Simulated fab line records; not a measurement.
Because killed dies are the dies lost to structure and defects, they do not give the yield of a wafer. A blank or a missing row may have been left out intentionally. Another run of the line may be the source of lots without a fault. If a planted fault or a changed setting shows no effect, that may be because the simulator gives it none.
Matching of chambers	flow n5-finfet	4 sister chambers for N5_GATE_CUT_DESCUM_18 on rie-diel-02
The step chemistry O2, time 7 s. 8 wafers are shown with their chamber, then 10 later ones without.

WAFERS, EACH WITH ITS CHAMBER
wafer	chamber	throttle-valve-pct (%)	showerhead-plenum-p-Torr (Torr)
L079.6	3	20.07	1.99
L083.4	2	20.66	1.96
L083.6	0	20.11	2.15
L086.2	1	20.92	2.02
L086.5	0	20.11	2.15
L086.6	3	20.09	1.98
L088.1	1	20.92	2.02
L088.2	2	20.68	1.95

WAFERS MISSING THEIR CHAMBER
wafer	throttle-valve-pct (%)	showerhead-plenum-p-Torr (Torr)
L088.3	20.12	2.15
L092.1	20.09	1.98
L092.3	20.13	2.14
L092.4	20.93	2.02
L094.2	20.69	1.95
L094.3	20.13	1.98
L094.5	20.12	1.98
L095.1	20.09	1.98
L095.2	20.94	2.01
L095.4	20.11	1.98

CHAMBER TAKEN BY EACH
wafer	from the rows above	in truth
L088.3	0	0
L092.1	3	3
L092.3	0	0
L092.4	1	1
L094.2	2	2
L094.3	3	3
L094.5	3	3
L095.1	3	3
L095.2	1	1
L095.4	3	3
Correctly placed: 10 of 10. Number that these rows cannot place: 0. Number placed wrongly: 0.
How it was worked out, from the rows above alone: a wafer's distance from a chamber is the root of the sum, over the readings, of the square of ((its reading less the chamber's mean) divided by the reading's scatter). If the next closest chamber is less than 2 further off than the closest, the wafer can't be placed; otherwise it belongs to the closest. The mean given for a chamber averages the wafers shown for that chamber. The scatter: the root of (the sum of the squares of (reading less its chamber's mean) over the shown wafers, divided by (wafers less chambers)).
